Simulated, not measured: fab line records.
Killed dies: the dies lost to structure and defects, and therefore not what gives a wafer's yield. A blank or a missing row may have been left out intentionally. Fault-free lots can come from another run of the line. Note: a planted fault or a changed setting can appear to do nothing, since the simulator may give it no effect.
Matching of chambers + flow n5 finfet + 4 sister chambers for N5_FIN_SAQP_ETCH_67 on rie diel-04
The step etches SiNx in CH3F/O2, target depth 30 nm. 20 wafers are shown with their chamber, then 10 later ones without.

## WAFERS WITH THEIR CHAMBER
| wafer  | chamber | showerhead plenum p Torr (Torr) | throttle valve pct (%) | drypump motor current A (A) |
|--------|---------|---------------------------------|------------------------|-----------------------------|
| L076.2 | 0       | 1.94                            | 16.04                  | 5.9                         |
| L076.5 | 1       | 2.06                            | 16.63                  | 5.5                         |
| L076.6 | 2       | 2.00                            | 16.42                  | 5.6                         |
| L078.4 | 0       | 1.94                            | 16.06                  | 5.9                         |
| L078.5 | 0       | 1.94                            | 16.06                  | 5.9                         |
| L078.6 | 1       | 2.06                            | 16.64                  | 5.6                         |
| L083.2 | 1       | 2.06                            | 16.65                  | 5.5                         |
| L083.5 | 3       | 1.92                            | 16.04                  | 6.1                         |
| L083.6 | 0       | 1.94                            | 16.07                  | 5.9                         |
| L085.2 | 2       | 2.00                            | 16.46                  | 5.5                         |
| L085.4 | 0       | 1.94                            | 16.09                  | 5.9                         |
| L085.6 | 2       | 2.00                            | 16.46                  | 5.5                         |
| L088.2 | 1       | 2.06                            | 16.66                  | 5.5                         |
| L088.3 | 0       | 1.93                            | 16.09                  | 5.9                         |
| L088.4 | 3       | 1.92                            | 16.05                  | 6.1                         |
| L090.2 | 2       | 1.99                            | 16.47                  | 5.5                         |
| L090.3 | 0       | 1.93                            | 16.11                  | 5.8                         |
| L090.4 | 3       | 1.92                            | 16.08                  | 6.1                         |
| L091.3 | 3       | 1.92                            | 16.08                  | 6.1                         |
| L091.4 | 2       | 1.99                            | 16.49                  | 5.5                         |

SIGNATURES, as means of the wafers listed above
| reading                  | chamber 0 | chamber 1 | chamber 2 | chamber 3 | scatter within a chamber |
|--------------------------|-----------|-----------|-----------|-----------|--------------------------|
| showerhead plenum p Torr | 1.9371    | 2.0600    | 1.9960    | 1.9200    | 0.00405                  |
| throttle valve pct       | 16.0743   | 16.6450   | 16.4600   | 16.0625   | 0.022                    |
| drypump motor current A  | 5.886     | 5.525     | 5.520     | 6.100     | 0.0388                   |
Rule: for each reading, subtract the chamber's mean from the wafer's reading, divide by that reading's scatter and square the result; add these up over the readings and take the root, which gives the wafer's distance from the chamber. The wafer belongs to the nearest chamber; if the next one is less than 2 further off, it can't be placed. The scatter: take each reading less its chamber's mean, square it, sum over the shown wafers, divide by the number of wafers less the number of chambers, and take the root.

## WAFERS WITH NO CHAMBER GIVEN
| wafer  | showerhead plenum p Torr (Torr) | throttle valve pct (%) | drypump motor current A (A) |
|--------|---------------------------------|------------------------|-----------------------------|
| L091.5 | 2.05                            | 16.68                  | 5.5                         |
| L093.1 | 1.99                            | 16.47                  | 5.5                         |
| L093.3 | 1.92                            | 16.09                  | 6.1                         |
| L093.4 | 2.05                            | 16.68                  | 5.6                         |
| L096.1 | 1.91                            | 16.12                  | 6.1                         |
| L096.4 | 1.99                            | 16.50                  | 5.5                         |
| L096.6 | 1.93                            | 16.11                  | 5.9                         |
| L097.4 | 1.93                            | 16.15                  | 5.9                         |
| L097.5 | 1.93                            | 16.15                  | 5.9                         |
| L097.6 | 1.91                            | 16.11                  | 6.1                         |

## EACH ONE'S CHAMBER
| wafer  | from the rows above | in truth |
|--------|---------------------|----------|
| L091.5 | 1                   | 1        |
| L093.1 | 2                   | 2        |
| L093.3 | 3                   | 3        |
| L093.4 | 1                   | 1        |
| L096.1 | 3                   | 3        |
| L096.4 | 2                   | 2        |
| L096.6 | 0                   | 0        |
| L097.4 | 0                   | 0        |
| L097.5 | 0                   | 0        |
| L097.6 | 3                   | 3        |
Correct placement for 10 of the 10. Left unplaced by these rows: 0. Wrongly placed: 0.
